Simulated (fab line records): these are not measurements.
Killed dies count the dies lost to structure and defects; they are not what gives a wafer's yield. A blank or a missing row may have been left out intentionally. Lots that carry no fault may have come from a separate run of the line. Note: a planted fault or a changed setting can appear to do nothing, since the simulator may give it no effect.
Which tool was responsible? + flow nandHarc + Sampling: 13 lots, 37 wafers, 5 of 1302 route steps

WHAT THE GAUGES SHOWED, per wafer
NHARC_END_SORT_01. Usual: killedAtArray 51, standard deviation 17; killedAtOther 1.6, standard deviation 2.1; killedAtPeriphery 4, standard deviation 3.2; killedDies 57, standard deviation 18; killedOpen 2.9, standard deviation 1.7; killedShort 2.3, standard deviation 1.3.
| lot  | measured     | on        | killedAtArray | killedAtOther | killedAtPeriphery | killedDies | killedOpen | killedShort | flag |
|------|--------------|-----------|---------------|---------------|-------------------|------------|------------|-------------|------|
| L753 | day 31 06:29 | prober-01 | 675 52        | 1 1           | 1 1               | 677 54     | 4 2        | 2 2         | OFF  |
| L756 | day 31 12:51 | prober-02 | 674 53 46     | 0 1 0         | 3 0 4             | 677 54 50  | 2 3 4      | 4 5 3       | OFF  |
| L757 | day 32 18:28 | prober-01 | 668 53        | 6 6           | 3 5               | 677 64     | 2 7        | 2 1         | OFF  |

WHAT TOOL EACH LOT RAN ON (gives the tool, then ch and the chambers of the sampled wafers, and finally the start)
| lot  | NHARC_A_STAIRCASE_STRIP_171         | NHARC_A_STAIRCASE_TRIM_12         | NHARC_A_STAIRCASE_ETCH_13         | NHARC_A_STAIRCASE_ETCH_25                    |
|------|-------------------------------------|-----------------------------------|-----------------------------------|----------------------------------------------|
| L738 | plasmaAsher-02 ch 0,1, day 15 17:00 | rieDiel-03 ch 1,2, day 15 18:35   | rieDiel-03 ch 1,2,3, day 15 18:46 | rieDiel-03 ch 0,2,3, no start                |
| L739 | plasmaAsher-02 ch 0,1, day 16 04:57 | rieDiel-13 ch 0,1,2, day 16 07:07 | rieDiel-13 ch 0,1,2, day 16 07:39 | rieDiel-03 ch 1,2,3, no start                |
| L744 | plasmaAsher-02 ch 0,1, day 18 04:41 | rieDiel-12 ch 1,2, day 18 06:16   | rieDiel-12 ch 1,2, day 18 06:52   | rieDiel-12 ch 0,3, no start                  |
| L743 | plasmaAsher-02 ch 0,1, day 18 05:06 | rieDiel-03 ch 0,3, day 18 06:39   | rieDiel-03 ch 1,2, day 18 06:49   | rieDiel-03 ch 0,3, no start                  |
| L745 | plasmaAsher-02 ch 0,1, day 18 15:30 | rieDiel-03 ch 0,2,3, day 18 17:02 | rieDiel-03 ch 1,2, day 18 17:10   | rieDiel-03 ch 0,1, no start                  |
| L746 | plasmaAsher-01 ch 0,1, day 18 19:31 | rieDiel-13 ch 1,2,3, day 18 21:09 | rieDiel-13 ch 2,3, day 18 21:27   | rieDiel-13 ch 2,3, no start                  |
| L748 | plasmaAsher-02 ch 0,1, day 20 01:28 | rieDiel-12 ch 1,2,3, day 20 05:46 | rieDiel-12 ch 1,2,3, day 20 08:51 | rieDiel-13 ch 0,1,3, no start                |
| L750 | plasmaAsher-02 ch 0, day 20 10:34   | rieDiel-03 ch 0,2, day 20 11:59   | rieDiel-03 ch 0,1,3, day 20 12:09 | rieDiel-13 ch 1,2,3, no start                |
| L751 | plasmaAsher-01 ch 0,1, day 21 00:41 | rieDiel-12 ch 1,2,3, day 21 02:19 | rieDiel-12 ch 1,2, day 21 02:26   | rieDiel-12 ch 0,1,3, no start                |
| L755 | plasmaAsher-01 ch 0,1, day 22 07:07 | rieDiel-03 ch 1,3, day 22 08:44   | rieDiel-03 ch 1,2,3, day 22 08:55 | rieDiel-03 ch 1,3, no start                  |
| L753 | plasmaAsher-02 ch 0,1, day 22 14:37 | rieDiel-03 ch 2,3, day 22 16:14   | rieDiel-03 ch 3, day 22 16:34     | rieDiel-03 ch 0,2, day 31 06:29 or earlier   |
| L756 | plasmaAsher-01 ch 0,1, day 22 19:59 | rieDiel-03 ch 2,3, day 22 21:31   | rieDiel-03 ch 0,2, day 22 21:44   | rieDiel-12 ch 1,2,3, day 31 12:51 or earlier |
| L757 | plasmaAsher-01 ch 0,1, day 23 18:18 | rieDiel-03 ch 1,2, day 23 19:55   | rieDiel-03 ch 1,3, day 23 20:04   | rieDiel-13 ch 0,2, day 32 18:28 or earlier   |
- NHARC_A_STAIRCASE_STRIP_171: strips in O2.
- NHARC_A_STAIRCASE_TRIM_12: chemistry O2, time 211.2 s.
- NHARC_A_STAIRCASE_ETCH_13: etches the open film in C4F8/O2, target depth 100 nm, time 40.5 s.
- NHARC_A_STAIRCASE_ETCH_25: etches the open film in C4F8/O2, target depth 100 nm, time 40.5 s.

AS READ BY THE TOOLS THEMSELVES (means over the sampled wafers that have a number; for cases with no such wafer, the mark the record gives instead)
NHARC_A_STAIRCASE_STRIP_171. Usual: drypumpMotorCurrentA 5.5 A, standard deviation 0.36; heaterPowerW 321 W, standard deviation 10; rfReflPowerW 16 W, standard deviation 4; tempC 249.99 C, standard deviation 0.18.
| lot  | tool           | drypumpMotorCurrentA (A) | heaterPowerW (W) | rfReflPowerW (W) | tempC (C) | flag |
|------|----------------|--------------------------|------------------|------------------|-----------|------|
| L738 | plasmaAsher-02 | 5.2                      | 317              | -                | 250.04    | OFF  |
| L739 | plasmaAsher-02 | 5.2                      | 316              | 12               | 250.14    |      |
| L744 | plasmaAsher-02 | 5.2                      | 312              | -                | 250.13    | OFF  |
| L743 | plasmaAsher-02 | 5.2                      | 315              | 12               | 249.95    |      |
| L745 | plasmaAsher-02 | 5.2                      | 316              | 12               | 250.04    |      |
| L746 | plasmaAsher-01 | 5.6                      | 321              | 20               | 249.87    |      |
| L748 | plasmaAsher-02 | 5.2                      | 318              | 12               | 249.83    |      |
| L750 | plasmaAsher-02 | 5.4                      | 330              | -                | 249.99    | OFF  |
| L751 | plasmaAsher-01 | 5.9                      | 324              | 18               | 250.00    |      |
| L755 | plasmaAsher-01 | 5.6                      | 325              | -                | 249.91    | OFF  |
| L753 | plasmaAsher-02 | 5.2                      | 320              | 11               | 249.98    |      |
| L756 | plasmaAsher-01 | 5.9                      | 322              | 19               | 249.81    |      |
| L757 | plasmaAsher-01 | 5.8                      | 318              | 18               | 249.89    |      |

NHARC_A_STAIRCASE_TRIM_12. Usual: drypumpMotorCurrentA 5.9 A, standard deviation 0.48; oesProductAu 0.999 a.u., standard deviation 0.0078; rfVppV 57.8 V, standard deviation 0.93; showerheadPlenumPTorr 3.53 Torr, standard deviation 0.16; throttleValvePct 17.036 %, standard deviation 0.01.
| lot  | tool       | drypumpMotorCurrentA (A) | oesProductAu (a.u.) | rfVppV (V) | showerheadPlenumPTorr (Torr) | throttleValvePct (%) | flag |
|------|------------|--------------------------|---------------------|------------|------------------------------|----------------------|------|
| L738 | rieDiel-03 | 5.1                      | 0.994               | 57.8       | 3.69                         | 17.032               |      |
| L739 | rieDiel-13 | 6.1                      | 0.990               | 57.6       | 3.46                         | 17.043               |      |
| L744 | rieDiel-12 | 6.3                      | 1.007               | 56.5       | 3.42                         | 17.028               |      |
| L743 | rieDiel-03 | 6.1                      | 0.995               | 57.1       | 3.52                         | 17.042               |      |
| L745 | rieDiel-03 | 5.7                      | 0.994               | 57.7       | 3.49                         | 17.026               |      |
| L746 | rieDiel-13 | 6.4                      | 0.990               | 57.3       | 3.40                         | 17.041               |      |
| L748 | rieDiel-12 | 6.1                      | 1.011               | 57.3       | 3.69                         | 17.033               |      |
| L750 | rieDiel-03 | 5.7                      | 1.003               | 58.3       | 3.50                         | 17.037               |      |
| L751 | rieDiel-12 | 6.2                      | 0.999               | 58.3       | 3.68                         | 17.034               |      |
| L755 | rieDiel-03 | 5.5                      | 1.003               | 57.8       | 3.67                         | 17.043               |      |
| L753 | rieDiel-03 | 5.6                      | 0.998               | 58.5       | 3.46                         | 17.039               |      |
| L756 | rieDiel-03 | 5.4                      | 0.998               | 57.3       | 3.45                         | 17.023               |      |
| L757 | rieDiel-03 | 5.1                      | 0.996               | 58.7       | 3.60                         | 17.041               |      |

NHARC_A_STAIRCASE_ETCH_13. Usual: oesProductAu 0.939 a.u., standard deviation 0.015; rfVppV 896 V, standard deviation 5.6.
| lot  | tool       | oesProductAu (a.u.) | rfVppV (V) | flag |
|------|------------|---------------------|------------|------|
| L738 | rieDiel-03 | 0.954               | 898        |      |
| L739 | rieDiel-13 | 0.919               | 894        |      |
| L744 | rieDiel-12 | 0.932               | 889        |      |
| L743 | rieDiel-03 | 0.915               | 897        |      |
| L745 | rieDiel-03 | 0.939               | 902        |      |
| L746 | rieDiel-13 | 0.933               | 894        |      |
| L748 | rieDiel-12 | 0.918               | 902        |      |
| L750 | rieDiel-03 | 0.957               | 899        |      |
| L751 | rieDiel-12 | 0.937               | 902        |      |
| L755 | rieDiel-03 | 0.924               | 897        |      |
| L753 | rieDiel-03 | 0.843               | 896        | OFF  |
| L756 | rieDiel-03 | 0.877               | 894        | OFF  |
| L757 | rieDiel-03 | 0.855               | 898        | OFF  |

NHARC_A_STAIRCASE_ETCH_25. Usual: oesProductAu 0.944 a.u., standard deviation 0.01; rfVppV 896 V, standard deviation 5.5.
| lot  | tool       | oesProductAu (a.u.) | rfVppV (V) | flag |
|------|------------|---------------------|------------|------|
| L738 | rieDiel-03 | 0.949               | 895        |      |
| L739 | rieDiel-03 | 0.954               | 898        |      |
| L744 | rieDiel-12 | 0.938               | 896        |      |
| L743 | rieDiel-03 | 0.949               | 894        |      |
| L745 | rieDiel-03 | 0.949               | 899        |      |
| L746 | rieDiel-13 | 0.930               | 895        |      |
| L748 | rieDiel-13 | 0.940               | 891        |      |
| L750 | rieDiel-13 | 0.956               | 891        |      |
| L751 | rieDiel-12 | 0.954               | 901        |      |
| L755 | rieDiel-03 | 0.943               | 901        |      |
| L753 | rieDiel-03 | 0.931               | 894        |      |
| L756 | rieDiel-12 | 0.946               | 901        |      |
| L757 | rieDiel-13 | 0.950               | 896        |      |

THE ANSWER, worked out from the rows above alone
Rule: take the mean of a lot's wafers that have a number; if it is more than 3 standard deviations from the usual mean, the lot is off. Also off: a lot with no number at a reading for which 4 or more lots have one. The other lots that the step has rows for count as sound. After the gauges, taken in route order, come the tools' own readings; for these a lot's mean is taken, as printed above. The first step at which some lot is off is used, and at that step the reading that is off furthest; a lot without a number counts as furthest.
Off: L753, L756, L757, at NHARC_END_SORT_01 (killedAtArray). Neither off nor sound, because the step has no rows for them: L738, L739, L744, L743, L745, L746, L748, L750, L751, L755.
A tool fits if, at a process step before that reading, it ran every lot that is off, and no sound lot after the first of them. The gauges at NHARC_END_SORT_01 aren't tried: what is off there is off at NHARC_A_STAIRCASE_ETCH_13 too, on other tools, and a gauge's error can't cause that. NHARC_A_STAIRCASE_ETCH_25: start missing for some lots; hours and lot order therefore follow NHARC_END_SORT_01. One fits: rieDiel-03 at NHARC_A_STAIRCASE_TRIM_12 and NHARC_A_STAIRCASE_ETCH_13. It ran no sound lot before its first lot that is off in this sample, so the start can't be narrowed down.

WHAT THE SIMULATOR HAD INSERTED
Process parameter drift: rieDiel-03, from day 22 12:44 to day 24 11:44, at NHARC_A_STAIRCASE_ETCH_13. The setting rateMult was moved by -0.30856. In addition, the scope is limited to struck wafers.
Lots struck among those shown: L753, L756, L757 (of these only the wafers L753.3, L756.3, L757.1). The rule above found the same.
